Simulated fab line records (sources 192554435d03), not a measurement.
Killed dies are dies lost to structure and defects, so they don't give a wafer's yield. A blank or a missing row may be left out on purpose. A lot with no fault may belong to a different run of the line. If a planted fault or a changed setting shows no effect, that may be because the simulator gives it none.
The tool behind it: which one?    flow n5-finfet    36 wafers from 12 lots sampled at 3 of the route's 1938 steps

WHAT THE GAUGES SHOWED, per wafer
N5_BEOL_M15_INSPECT_55: inspects for defects (darkfield).
lot   measured      on                 raw-defect-count
L551  day 11 10:48  defect-inspect-02  54 55 63
L552  day 11 13:10  defect-inspect-02  52 58 60
L553  day 11 13:27  defect-inspect-02  59 96 77
L554  day 11 15:40  defect-inspect-02  48 117 47
L562  day 14 03:28  defect-inspect-01  57 36 59
L561  day 14 04:25  defect-inspect-02  66 45 51
L566  day 15 04:44  defect-inspect-01  38 46 34
L567  day 15 09:55  defect-inspect-02  40 56 34
L571  day 16 16:31  defect-inspect-01  91 57 54
L572  day 17 08:10  defect-inspect-01  38 61 55
L574  day 17 22:23  defect-inspect-01  77 85 100
L573  day 18 00:58  defect-inspect-01  32 44 38

N5_MIM_BOT_LITHO_CD_MEAS_08 targets a cd of 3000 nm.
lot   measured      on         cd-nm (nm)
L551  day 11 15:56  cd-sem-02  2998.2 2999.1 3000.6
L552  day 11 19:35  cd-sem-03  3001.6 2998.8 2998.9
L553  day 11 19:47  cd-sem-02  3000.9 2999.2 2999.3
L554  day 11 20:02  cd-sem-03  2998.8 2999.5 3000.9
L562  day 14 08:47  cd-sem-03  2997.9 3000.2 2999.8
L561  day 14 11:06  cd-sem-02  2998.1 2996.8 2996.5
L566  day 15 09:48  cd-sem-01  2998.1 2999.9 2998.9
L567  day 15 13:54  cd-sem-02  3002.1 3000.9 2999.3
L571  day 16 19:20  cd-sem-03  3000.0 3000.5 3001.1
L572  day 17 11:31  cd-sem-01  3001.1 2998.7 2999.7
L574  day 18 03:25  cd-sem-03  2999.6 2999.6 2997.8
L573  day 18 04:41  cd-sem-03  3000.8 3000.5 3001.6

N5_MIM_BOT_LITHO_OVL_MEAS_11.
lot   measured      on          MIM_BOT_OVL (nm)
L551  day 11 15:58  overlay-02  -6 -2 2
L552  day 11 19:37  overlay-02  -11 -4 -10
L553  day 11 19:49  overlay-02  5 -9 1
L554  day 11 20:04  overlay-01  -3 -7 -10
L562  day 14 08:49  overlay-02  -4 -7 -4
L561  day 14 11:08  overlay-02  -6 -16 -9
L566  day 15 09:50  overlay-01  0 -2 -6
L567  day 15 13:56  overlay-02  -2 1 5
L571  day 16 19:22  overlay-02  -3 11 -2
L572  day 17 11:33  overlay-01  -8 -9 -13
L574  day 18 03:26  overlay-02  0 -3 8
L573  day 18 04:43  overlay-01  1 3 6

WHAT TOOL EACH LOT RAN ON (gives the tool, then ch and the chambers of the sampled wafers, and finally the start)
There is no process step in the record ahead of these readings.

WHAT THE TOOLS THEMSELVES READ (means of the sampled wafers that have a number; where no wafer has one, the mark that the record gives instead)
The record holds no such reading with a usual standard deviation.

THE ANSWER, worked out from the rows above alone
Rule: the lots themselves supply what counts as usual. Put in order of their means at a reading, lots are off if they are a third of the lots or fewer, leave a main group of 4 or more, and stand apart from it by a gap of 3 or more times the standard deviation of the main group's means; of several such gaps the widest counts. A main group is skipped when, at the precision printed for the reading in the tables above, its means are all equal. Also off: a lot with no number at a reading for which 4 or more lots have one. All remaining lots with rows at the step are treated as sound. The gauges are gone through in route order, then the tools' own readings, and for those a lot's mean is taken as printed above. At the first step where some lot is off, the reading lying furthest off is the one used; lots without a number count as furthest.
No lot is off on any of the readings shown, so nothing can be concluded from this.

WHAT THE SIMULATOR HAD PUT IN
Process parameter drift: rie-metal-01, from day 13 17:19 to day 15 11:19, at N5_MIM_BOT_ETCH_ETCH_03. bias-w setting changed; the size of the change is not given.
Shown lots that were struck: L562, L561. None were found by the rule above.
